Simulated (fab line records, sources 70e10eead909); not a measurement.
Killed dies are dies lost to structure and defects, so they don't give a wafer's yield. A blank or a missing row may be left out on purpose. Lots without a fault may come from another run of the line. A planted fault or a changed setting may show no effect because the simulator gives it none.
A struck lot beside a sound one | flow nand_harc | 15 steps out of a route of 1302
Sound: wafers L670.1, L670.4, L670.6. Struck: wafers L682.1, L682.4. (L682.3 of the same lot was not struck and is left out.) The cause comes at the end.
At each step with rows: each side's tool, then ch and its chambers, then its first start. Under that, the readings that differ: sound wafers | struck wafers | difference of the means | sigmas: that difference in standard deviations of wafers without a fault.
alike: readings whose means differ by less than 2 such deviations, and words and numbers that are the same on both sides. not compared: withheld readings, readings that some wafer has no value for, bounds like >300 that may hide the same value, and numbers for which the record gives no deviation and whose values overlap.
The two part at a step that has a row with sigmas, a row that says differs or no value, or rows on one side only. Numbers that don't overlap but have no deviation are shown without sigmas and don't part them. A reading that every wafer of one side lacks parts them only if that side has two wafers or more.

first, 1 step without rows for these wafers: NHARC_A_CHANNEL_HOLE_D1_STRIP_43 (strips in O2/COS).
NHARC_A_CHANNEL_HOLE_D1_ETCH_44: etches the open film in CF4/O2, target depth 140 nm, overetch 14 nm, time 77 s.
  sound on rie_diel-11 ch 0,1,2, day 12 11:37; struck on rie_diel-01 ch 2,3, day 17 17:46
  alike: drypump_motor_current_A, oes_product_au, rf_vpp_V, showerhead_plenum_p_Torr, throttle_valve_pct
  not compared: rf_hours_counter_h
NHARC_A_CHANNEL_HOLE_D1_STRIP_27: strips in O2.
  sound on rie_diel-11 ch 0,3; struck on rie_diel-01 ch 0,3
  reading                     | sound                | struck        | difference | sigmas
  drypump_motor_current_A (A) | 5.7 6.6 6.6          | 5.7 4.7       | -1.1       | -2
  throttle_valve_pct (%)      | 17.041 17.039 17.046 | 17.016 17.022 | -0.023     | -3
  alike: oes_product_au, rf_vpp_V, showerhead_plenum_p_Torr
  not compared: rf_hours_counter_h
then, 2 steps without rows for these wafers: NHARC_A_CHANNEL_HOLE_D1_PRECLEAN_28 (cleans in SC1); NHARC_A_CHANNEL_HOLE_D1_SRD_29.
NHARC_A_CHANNEL_HOLE_D1_CD_MEAS_30:
  sound on cd_sem-01, day 12 12:25; struck on cd_sem-03, day 17 18:34
  alike: cd_nm
then, 1 step without rows for these wafers: NHARC_A_CHANNEL_HOLE_D1_XSEM_31.
NHARC_A_CHANNEL_HOLE_D1_INSPECT_40:
  sound on defect_inspect-02, day 12 12:36; struck on defect_inspect-02, day 17 18:44
  alike: raw_defect_count
then, 2 steps without rows for these wafers: NHARC_A_CHANNEL_FILL_D1_PRECLEAN_00 (cleans in SC1); NHARC_A_CHANNEL_FILL_D1_SRD_01.
NHARC_A_CHANNEL_FILL_D1_ALD_02: deposits SiO2, target thk 6 nm, pulse time 10 s, ald cycles 60.
  sound on ald_hk-02 ch 1,2, day 12 14:05; struck on ald_hk-04 ch 1,3, day 17 18:56
  alike: heater_power_outer_w, heater_power_w, precursor_pulse_height_rel
  not compared: ald_cycles
NHARC_A_CHANNEL_FILL_D1_ALD_03: deposits SiNx, target thk 6 nm, pulse time 60 s, ald cycles 58.
  sound on ald_sin_batch-01 ch 0; struck on ald_sin_batch-01 ch 0
  alike: chamber_pressure_Torr, precursor_pulse_height_rel
  not compared: ald_cycles
NHARC_A_CHANNEL_FILL_D1_ALD_14: deposits SiO2, target thk 2.5 nm, pulse time 10 s, ald cycles 25.
  sound on ald_hk-02 ch 0,1,2, day 12 21:04; struck on ald_hk-02 ch 1,2, day 18 01:22
  reading    | sound    | struck | difference | sigmas
  ald_cycles | 25 25 25 | 22 22  | -3         |
  alike: heater_power_outer_w, heater_power_w, precursor_pulse_height_rel
NHARC_A_CHANNEL_FILL_D1_ALD_15: deposits SiNx, target thk 2 nm, pulse time 60 s, ald cycles 19.
  sound on ald_sin_batch-01 ch 0; struck on ald_sin_batch-01 ch 0
  alike: chamber_pressure_Torr, precursor_pulse_height_rel
  not compared: ald_cycles
-- the record jumps here: 15 days lie between the struck wafers' starts before and after (it left off in module A_CHANNEL_FILL_D1 and takes up again in module END, whose first step shown is number 1302 of the route) --
NHARC_END_SORT_01:
  sound on prober-01 ch 0, day 27 22:58; struck on prober-01 ch 0, day 33 03:19
  alike: killed_at_array, killed_at_other, killed_at_periphery, killed_dies, killed_open, killed_short

WHERE THEY PART
Only at NHARC_A_CHANNEL_HOLE_D1_STRIP_27, within this record. Later steps at which nothing parts them and some readings are alike: NHARC_A_CHANNEL_HOLE_D1_CD_MEAS_30, NHARC_A_CHANNEL_HOLE_D1_INSPECT_40, NHARC_A_CHANNEL_FILL_D1_ALD_02, NHARC_A_CHANNEL_FILL_D1_ALD_03, NHARC_A_CHANNEL_FILL_D1_ALD_14, NHARC_A_CHANNEL_FILL_D1_ALD_15, NHARC_END_SORT_01.

WHY: what the simulator had put in
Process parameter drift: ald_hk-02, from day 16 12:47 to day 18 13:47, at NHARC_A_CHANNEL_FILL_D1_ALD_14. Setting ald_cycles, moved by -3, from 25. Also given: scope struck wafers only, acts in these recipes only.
